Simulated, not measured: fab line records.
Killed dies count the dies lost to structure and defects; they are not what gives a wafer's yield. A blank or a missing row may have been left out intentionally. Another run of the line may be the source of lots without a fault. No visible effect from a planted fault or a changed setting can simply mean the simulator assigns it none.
Chamber matching    flow nand-harc    rie-diel-02 running NHARC_P_M2_DESCUM_14: 4 sister chambers
The step chemistry O2, time 3 s. 14 wafers are shown with their chamber, then 7 later ones without.

== EACH WAFER AND ITS CHAMBER ==
wafer   chamber  drypump-motor-current-A (A)  rf-vpp-V (V)  throttle-valve-pct (%)
L658.1  2        5.9                          57.3          11.305
L658.2  1        6.0                          58.9          11.316
L658.4  3        6.5                          56.5          11.307
L660.1  0        6.2                          56.7          11.322
L660.5  2        5.9                          58.4          11.303
L660.6  3        6.5                          57.5          11.300
L659.2  3        6.6                          57.5          11.312
L659.4  1        6.0                          59.0          11.328
L659.6  2        6.0                          57.8          11.301
L667.1  3        6.5                          57.9          11.313
L667.4  0        6.2                          58.2          11.303
L667.6  2        6.0                          58.3          11.309
L669.2  0        6.2                          57.2          11.308
L669.5  1        6.0                          57.3          11.306

SIGNATURES (averages over the wafers above)
reading                  chamber 0  chamber 1  chamber 2  chamber 3  scatter within a chamber
drypump-motor-current-A  6.200      6.000      5.950      6.525      0.0418
rf-vpp-V                 57.367     58.400     57.950     57.350     0.695
throttle-valve-pct       11.31100   11.31667   11.30450   11.30800   0.0076
Rule: distance of a wafer from a chamber = root of the sum over the readings of ((wafer's reading minus chamber's mean) / reading's scatter) squared. The wafer belongs to the nearest chamber; if the next one is less than 2 further off, it can't be placed. The scatter: the root of (the sum of the squares of (reading less its chamber's mean) over the shown wafers, divided by (wafers less chambers)).

== WAFERS MISSING THEIR CHAMBER ==
wafer   drypump-motor-current-A (A)  rf-vpp-V (V)  throttle-valve-pct (%)
L669.6  6.1                          56.9          11.310
L670.1  6.5                          55.8          11.309
L670.4  6.1                          58.2          11.305
L670.6  6.5                          57.4          11.322
L673.1  6.0                          58.0          11.303
L673.5  6.1                          57.6          11.315
L673.6  6.2                          57.4          11.317

== WHICH CHAMBER EACH ONE RAN IN ==
wafer   from the rows above           in truth
L669.6  can't be placed: 0 or 1 or 2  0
L670.1  3                             3
L670.4  can't be placed: 0 or 1 or 2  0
L670.6  3                             3
L673.1  can't be placed: 2 or 1       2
L673.5  can't be placed: 0 or 1 or 2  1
L673.6  0                             0
Placed correctly: 3 of 7. These rows do not allow placing 4 (true chamber among the candidates in 4). 0 placed wrongly.
